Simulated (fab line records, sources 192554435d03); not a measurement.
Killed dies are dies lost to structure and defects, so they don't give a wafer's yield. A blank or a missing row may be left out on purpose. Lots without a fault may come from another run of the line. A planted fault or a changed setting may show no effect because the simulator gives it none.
Which tool did it? | flow n5_finfet | 10 lots, 30 wafers sampled, at 3 steps of a route of 1938

WHAT THE GAUGES READ, wafer by wafer
N5_BEOL_M4_RC_MEAS_101. Usual: DIBL_N 36.3 mV/V, standard deviation 1.9; DIBL_P 36.6 mV/V, standard deviation 2.4; IOFF_N 0.17 nA/um, standard deviation 0.037; IOFF_P 0.23 nA/um, standard deviation 0.04; ION_N 682 uA/um, standard deviation 14; ION_P 468 uA/um, standard deviation 8.6; SS_N 71.6 mV/dec, standard deviation 0.67; SS_P 73.4 mV/dec, standard deviation 0.71; VT_N 248 mV, standard deviation 3.3; VT_P -248.9 mV, standard deviation 2.9.
lot  | measured     | on        | DIBL_N (mV/V)  | DIBL_P (mV/V)  | IOFF_N (nA/um) | IOFF_P (nA/um) | ION_N (uA/um) | ION_P (uA/um) | SS_N (mV/dec)  | SS_P (mV/dec)  | VT_N (mV)   | VT_P (mV)            | flag
L745 | day 9 07:34  | prober-01 | 32.4 35.1 32.7 | 33.8 37.2 34.3 | 0.14 0.17 0.13 | 0.19 0.22 0.19 | 693 689 660   | 480 469 456   | 70.5 71.8 70.1 | 72.1 73.7 72.4 | 248 249 253 | -247.9 -249.8 -251.4 |
L743 | day 9 21:16  | prober-02 | 36.9 39.7 34.5 | 37.1 39.7 34.6 | 0.17 0.26 0.13 | 0.23 0.29 0.19 | 666 687 652   | 460 468 454   | 72.4 72.9 70.9 | 73.1 74.1 72.6 | 251 242 254 | -250.3 -244.7 -249.8 |
L753 | day 12 11:08 | prober-02 | 33.7 35.0 33.2 | 34.2 35.3 33.7 | 0.13 0.15 0.14 | 0.19 0.21 0.19 | 677 675 691   | 461 466 471   | 70.7 71.3 71.0 | 73.3 73.5 72.5 | 251 250 248 | -250.4 -251.8 -250.7 |
L754 | day 12 13:59 | prober-02 | 37.4 37.4 35.4 | 36.6 37.6 35.2 | 0.16 0.16 0.13 | 0.20 0.21 0.19 | 685 696 676   | 459 471 466   | 71.6 71.8 71.3 | 72.4 73.2 72.6 | 248 249 251 | -250.5 -248.8 -250.7 |
L758 | day 13 07:41 | prober-01 | 37.4 38.9 36.1 | 38.4 39.7 36.4 | 0.19 0.24 0.17 | 0.25 0.29 0.22 | 677 692 676   | 463 469 465   | 71.4 72.0 71.7 | 74.8 74.4 73.8 | 246 243 249 | -245.6 -246.7 -247.4 |
L759 | day 14 20:04 | prober-02 | 39.5 35.7 39.1 | 40.4 33.7 37.5 | 0.24 0.14 0.22 | 0.28 0.16 0.23 | 717 691 691   | 490 463 465   | 72.4 71.7 72.9 | 74.6 72.8 73.6 | 243 251 243 | -248.3 -255.1 -250.1 |
L761 | day 15 16:10 | prober-01 | 37.1 36.6 38.4 | 35.5 34.8 37.9 | 0.17 0.16 0.21 | 0.25 0.24 0.29 | 677 701 707   | 473 484 489   | 72.8 72.0 72.0 | 73.9 74.0 74.2 | 250 245 246 | -244.3 -246.2 -245.7 |
L764 | day 15 18:07 | prober-02 | 38.4 37.6 39.3 | 38.1 37.3 38.2 | 0.21 0.19 0.21 | 0.25 0.23 0.24 | 678 691 688   | 456 466 461   | 72.1 71.6 72.5 | 74.1 73.4 73.4 | 246 248 245 | -249.8 -249.7 -248.9 |
L763 | day 15 20:26 | prober-02 | 33.8 36.8 36.8 | 34.9 37.7 37.2 | 0.16 0.21 0.22 | 0.20 0.24 0.24 | 699 699 698   | 479 474 472   | 70.9 71.7 71.5 | 73.0 74.2 73.2 | 246 246 242 | -250.3 -246.6 -250.8 |
L765 | day 16 15:31 | prober-02 | 34.3 34.5 34.6 | 33.4 34.6 34.5 | 0.14 0.14 0.14 | 0.17 0.18 0.18 | 669 678 672   | 459 469 456   | 71.1 70.5 71.4 | 72.8 73.0 72.8 | 250 250 250 | -252.5 -248.1 -248.1 |

N5_BEOL_M7_CD_MEAS_35: target cd 40 nm. Usual: cd_nm 39.6 nm, standard deviation 0.71.
lot  | measured     | on        | cd_nm (nm)     | flag
L745 | day 10 09:41 | cd_sem-03 | 39.3 39.2 39.4 |
L743 | day 10 19:26 | cd_sem-03 | 39.2 39.8 38.8 |
L753 | day 13 15:47 | cd_sem-03 | 39.3 40.2 39.8 |
L754 | day 13 23:32 | cd_sem-01 | 40.5 41.7 39.5 |
L758 | day 14 09:14 | cd_sem-03 | 41.0 39.5 39.9 |
L759 | day 16 04:26 | cd_sem-01 | 40.6 39.8 40.1 |
L761 | day 16 14:26 | cd_sem-03 | 39.1 38.6 39.4 |
L764 | day 16 17:58 | cd_sem-03 | 38.7 39.0 40.0 |
L763 | day 17 04:31 | cd_sem-01 | 39.7 39.0 38.2 |
L765 | day 18 00:20 | cd_sem-02 | 40.7 39.6 39.7 |

WHICH TOOL RAN EACH LOT (tool, then ch and the chambers of the sampled wafers, then the start)
lot  | N5_BEOL_M7_STRIP_36
L745 | rie_diel-05 ch 0,2,3, day 10 09:20
L743 | rie_diel-05 ch 2,3, day 10 19:05
L753 | rie_diel-06 ch 0,3, day 13 15:25
L754 | rie_diel-06 ch 0,1,3, day 13 23:11
L758 | rie_diel-01 ch 0,2,3, day 14 08:47
L759 | rie_diel-05 ch 0,1,2, day 16 04:05
L761 | rie_diel-01 ch 1,2,3, day 16 14:05
L764 | rie_diel-06 ch 1,2, day 16 17:37
L763 | rie_diel-01 ch 1,3, day 17 04:10
L765 | rie_diel-05 ch 0,1, day 17 23:59
- N5_BEOL_M7_STRIP_36: strips in N2/H2.

WHAT THE TOOLS THEMSELVES READ (means of the sampled wafers that have a number; where no wafer has one, the mark that the record gives instead)
N5_BEOL_M7_STRIP_36. Usual: drypump_motor_current_A 5.6 A, standard deviation 0.37; oes_product_au 0.80 a.u., standard deviation 0.091; rf_vpp_V 59.1 V, standard deviation 1.6; showerhead_plenum_p_Torr 2.53 Torr, standard deviation 0.1; throttle_valve_pct 23.7 %, standard deviation 0.51.
lot  | tool        | drypump_motor_current_A (A) | oes_product_au (a.u.) | rf_vpp_V (V) | showerhead_plenum_p_Torr (Torr) | throttle_valve_pct (%) | flag
L745 | rie_diel-05 | 5.3                         | 0.78                  | 58.6         | 2.54                            | 23.8                   |
L743 | rie_diel-05 | 5.2                         | 0.70                  | 59.2         | 2.44                            | 24.2                   |
L753 | rie_diel-06 | 5.6                         | 0.74                  | 58.5         | 2.48                            | 23.5                   |
L754 | rie_diel-06 | 5.7                         | 0.77                  | 58.7         | 2.46                            | 23.5                   |
L758 | rie_diel-01 | 5.5                         | 0.81                  | 59.5         | 2.60                            | 23.8                   |
L759 | rie_diel-05 | 5.5                         | 0.83                  | 58.5         | 2.56                            | 23.4                   |
L761 | rie_diel-01 | 5.6                         | 0.81                  | 60.4         | 2.60                            | 23.9                   |
L764 | rie_diel-06 | 5.7                         | 0.78                  | 60.1         | 2.44                            | 23.9                   |
L763 | rie_diel-01 | 5.5                         | 0.83                  | 61.0         | 2.65                            | 24.0                   |
L765 | rie_diel-05 | 5.5                         | 0.81                  | 59.7         | 2.62                            | 23.4                   |

THE ANSWER, worked out from the rows above alone
Rule: a lot is off if the mean of its wafers that have a number lies more than 3 standard deviations from the usual mean. A lot without any number at a reading at which 4 lots or more have one is off too. The other lots that the step has rows for count as sound. The gauges are gone through in route order, then the tools' own readings, and for those a lot's mean is taken as printed above. The first step at which some lot is off is used, and at that step the reading that is off furthest; a lot without a number counts as furthest.
No lot is off at any reading shown: from this, nothing can be told.

WHAT THE SIMULATOR HAD PUT IN
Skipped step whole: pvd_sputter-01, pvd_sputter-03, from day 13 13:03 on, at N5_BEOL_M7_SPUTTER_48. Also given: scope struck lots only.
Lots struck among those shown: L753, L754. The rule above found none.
